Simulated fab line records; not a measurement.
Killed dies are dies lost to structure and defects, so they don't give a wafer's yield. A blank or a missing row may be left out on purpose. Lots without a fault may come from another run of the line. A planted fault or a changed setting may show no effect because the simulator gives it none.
Which tool did it?    flow n5Finfet    10 lots with 30 wafers sampled at 6 steps, on a route of 1938 steps

== WHAT THE GAUGES SHOWED, per wafer ==
N5_BEOL_M4_RC_MEAS_101.
lot   measured      on         DIBL_N (mV/V)
L422  day 8 01:22   prober-02  36.7 36.4 33.9
L423  day 8 10:26   prober-01  38.3 40.0 36.8
L426  day 9 02:31   prober-02  37.4 34.8 35.5
L428  day 9 11:34   prober-02  36.8 35.1 36.4
L430  day 9 16:11   prober-02  35.6 33.9 34.7
L440  day 12 18:07  prober-02  36.1 34.3 35.9
L441  day 12 22:44  prober-02  36.8 36.7 37.9
L442  day 13 02:18  prober-02  36.0 37.7 37.8
L443  day 13 07:38  prober-01  38.3 37.1 36.5
L444  day 13 08:45  prober-02  37.0 35.7 37.2

== WHAT TOOL EACH LOT RAN ON (gives the tool, then ch and the chambers of the sampled wafers, and finally the start) ==
lot   N5_BEOL_M4_SPUTTER_92        N5_BEOL_M4_ANNEAL_95         N5_BEOL_M4_SPUTTER_96        N5_BEOL_M4_ECD_50              N5_BEOL_M4_CMP_52
L422  pvdSputter-03, day 7 23:49   pvdSputter-03, day 8 00:07   pvdSputter-03, day 8 00:16   ecdCu-02 ch 0, day 8 00:22     cmp-03 ch 1,2, day 8 00:45
L423  pvdSputter-01, day 8 08:44   pvdSputter-01, day 8 09:02   pvdSputter-01, day 8 09:10   ecdCu-02 ch 0,1, day 8 09:17   cmp-03 ch 0,2,3, day 8 09:40
L426  pvdSputter-01, day 9 00:36   pvdSputter-01, day 9 00:54   pvdSputter-01, day 9 01:02   ecdCu-01 ch 0,1, day 9 01:11   cmp-02 ch 2,3, day 9 01:35
L428  pvdSputter-03, day 9 09:46   pvdSputter-03, day 9 10:04   pvdSputter-03, day 9 10:13   ecdCu-01 ch 0,1, day 9 10:20   cmp-04 ch 1,2,3, day 9 10:47
L430  pvdSputter-03, day 9 14:37   pvdSputter-03, day 9 14:55   pvdSputter-03, day 9 15:03   ecdCu-01 ch 0,1, day 9 15:10   cmp-04 ch 0,2,3, day 9 15:39
L440  pvdSputter-02, day 12 16:16  pvdSputter-02, day 12 16:34  pvdSputter-02, day 12 16:43  ecdCu-02 ch 0,1, day 12 16:50  cmp-03 ch 1,2,3, day 12 17:14
L441  pvdSputter-02, day 12 21:11  pvdSputter-02, day 12 21:29  pvdSputter-02, day 12 21:38  ecdCu-02 ch 0,1, day 12 21:45  cmp-02 ch 0,2, day 12 22:08
L442  pvdSputter-02, day 13 00:44  pvdSputter-02, day 13 01:02  pvdSputter-02, day 13 01:11  ecdCu-01 ch 1, day 13 01:18    cmp-04 ch 1,2, day 13 01:44
L443  pvdSputter-02, day 13 05:47  pvdSputter-02, day 13 06:05  pvdSputter-02, day 13 06:13  ecdCu-01 ch 0,1, day 13 06:22  cmp-04 ch 0,3, day 13 06:43
L444  pvdSputter-03, day 13 07:12  pvdSputter-03, day 13 07:30  pvdSputter-03, day 13 07:38  ecdCu-01 ch 0,1, day 13 07:46  cmp-04 ch 1,2,3, day 13 08:13
- N5_BEOL_M4_SPUTTER_92: material Cu, target thk 4.5 nm, time 8.29 s.
- N5_BEOL_M4_ANNEAL_95: time 240 s.
- N5_BEOL_M4_SPUTTER_96: material Cu, target thk 4.5 nm, time 8.29 s.
- N5_BEOL_M4_ECD_50: material Cu, target thk 300 nm.
- N5_BEOL_M4_CMP_52: polishes, stops on SiOC, t overpolish 6.8 s, target thk 40 nm.

== THE ANSWER, worked out from the rows above alone ==
Rule: the lots themselves supply what counts as usual. The widest of any qualifying gaps counts: lots, ordered by their means at a reading, are off when they make up no more than a third of the lots, leave a main group of 4 or more, and stand apart from it by 3 or more times the standard deviation of that group's means. If all means in a main group match to the digits the tables above print for the reading, that group is not used. Also off: a lot with no number at a reading for which 4 or more lots have one. Any other lot the step has rows for is counted as sound.
Nothing can be told from this: no lot is off at any reading shown.

== WHAT HAD BEEN PUT IN BY THE SIMULATOR ==
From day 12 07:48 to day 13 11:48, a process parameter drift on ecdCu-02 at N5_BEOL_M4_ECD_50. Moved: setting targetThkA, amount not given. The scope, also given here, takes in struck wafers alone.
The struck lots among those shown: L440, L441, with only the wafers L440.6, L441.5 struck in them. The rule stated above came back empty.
